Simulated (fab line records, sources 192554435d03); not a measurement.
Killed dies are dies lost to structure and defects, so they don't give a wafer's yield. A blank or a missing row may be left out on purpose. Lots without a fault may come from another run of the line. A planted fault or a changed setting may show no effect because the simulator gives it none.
Chamber matching | flow n5_finfet | N5_BEOL_M0_CO_CAP_123 on cvd_co-02: 3 sister chambers
The step material Co, precursor CCTBA/H2, target thk 2 nm, time 102.1 s. 6 wafers are shown with their chamber, then 12 later ones without.

WAFERS WITH THEIR CHAMBER
wafer  | chamber | heater_power_w (W)
L083.1 | 0       | 235
L083.2 | 1       | 196
L083.5 | 2       | 229
L086.1 | 2       | 230
L086.3 | 0       | 246
L086.4 | 1       | 196

WAFERS WITHOUT THEIR CHAMBER
wafer  | heater_power_w (W)
L088.3 | 192
L088.5 | 193
L088.6 | 231
L089.4 | 244
L089.5 | 232
L089.6 | 197
L093.2 | 190
L093.4 | 237
L093.6 | 248
L095.1 | 238
L095.5 | 248
L095.6 | 233

WHICH CHAMBER EACH WENT THROUGH
wafer  | from the rows above     | in truth
L088.3 | 1                       | 1
L088.5 | 1                       | 1
L088.6 | can't be placed: 2 or 0 | 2
L089.4 | 0                       | 0
L089.5 | can't be placed: 2 or 0 | 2
L089.6 | 1                       | 1
L093.2 | 1                       | 1
L093.4 | can't be placed: 0 or 2 | 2
L093.6 | 0                       | 0
L095.1 | can't be placed: 0 or 2 | 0
L095.5 | 0                       | 0
L095.6 | can't be placed: 2 or 0 | 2
Placed correctly: 7 of 12. Can't be placed from these rows: 5 (the true chamber is among the candidates in 5). Placed wrongly: 0.
How it was worked out, from the rows above alone: a wafer's distance from a chamber is the root of the sum, over the readings, of the square of ((its reading less the chamber's mean) divided by the reading's scatter). The wafer belongs to the nearest chamber; if the next one is less than 2 further off, it can't be placed. A chamber's mean is the mean of its shown wafers. The scatter: the root of (the sum of the squares of (reading less its chamber's mean) over the shown wafers, divided by (wafers less chambers)).
